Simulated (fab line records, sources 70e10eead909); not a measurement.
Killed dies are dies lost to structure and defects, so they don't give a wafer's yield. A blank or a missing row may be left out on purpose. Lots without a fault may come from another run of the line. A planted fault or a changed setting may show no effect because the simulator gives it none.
Chamber matching | flow nand_harc | NHARC_A_SLIT_DEP_23 on pecvd-02: 3 sister chambers
The step deposits SiON, target thk 100 nm. 6 wafers are shown with their chamber, then 12 later ones without.

WAFERS WITH THEIR CHAMBER
wafer  | chamber | heater_power_w (W)
L083.5 | 0       | 801
L089.2 | 1       | 734
L089.5 | 2       | 626
L090.1 | 0       | 823
L090.3 | 2       | 679
L090.6 | 1       | 741

WAFERS WITHOUT THEIR CHAMBER
wafer  | heater_power_w (W)
L091.3 | 744
L091.4 | 751
L091.5 | 718
L092.2 | 708
L092.3 | 786
L092.5 | 713
L093.4 | 791
L093.5 | 756
L093.6 | 641
L097.1 | 749
L097.2 | 754
L097.6 | 769

WHICH CHAMBER EACH WENT THROUGH
wafer  | from the rows above     | in truth
L091.3 | 1                       | 1
L091.4 | 1                       | 1
L091.5 | can't be placed: 1 or 2 | 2
L092.2 | can't be placed: 1 or 2 | 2
L092.3 | can't be placed: 0 or 1 | 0
L092.5 | can't be placed: 1 or 2 | 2
L093.4 | can't be placed: 0 or 1 | 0
L093.5 | can't be placed: 1 or 0 | 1
L093.6 | 2                       | 2
L097.1 | 1                       | 1
L097.2 | can't be placed: 1 or 0 | 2
L097.6 | can't be placed: 1 or 0 | 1
Placed correctly: 4 of 12. Can't be placed from these rows: 8 (the true chamber is among the candidates in 7). Placed wrongly: 0.
How it was worked out, from the rows above alone: a wafer's distance from a chamber is the root of the sum, over the readings, of the square of ((its reading less the chamber's mean) divided by the reading's scatter). The wafer belongs to the nearest chamber; if the next one is less than 2 further off, it can't be placed. A chamber's mean is the mean of its shown wafers. The scatter: the root of (the sum of the squares of (reading less its chamber's mean) over the shown wafers, divided by (wafers less chambers)).
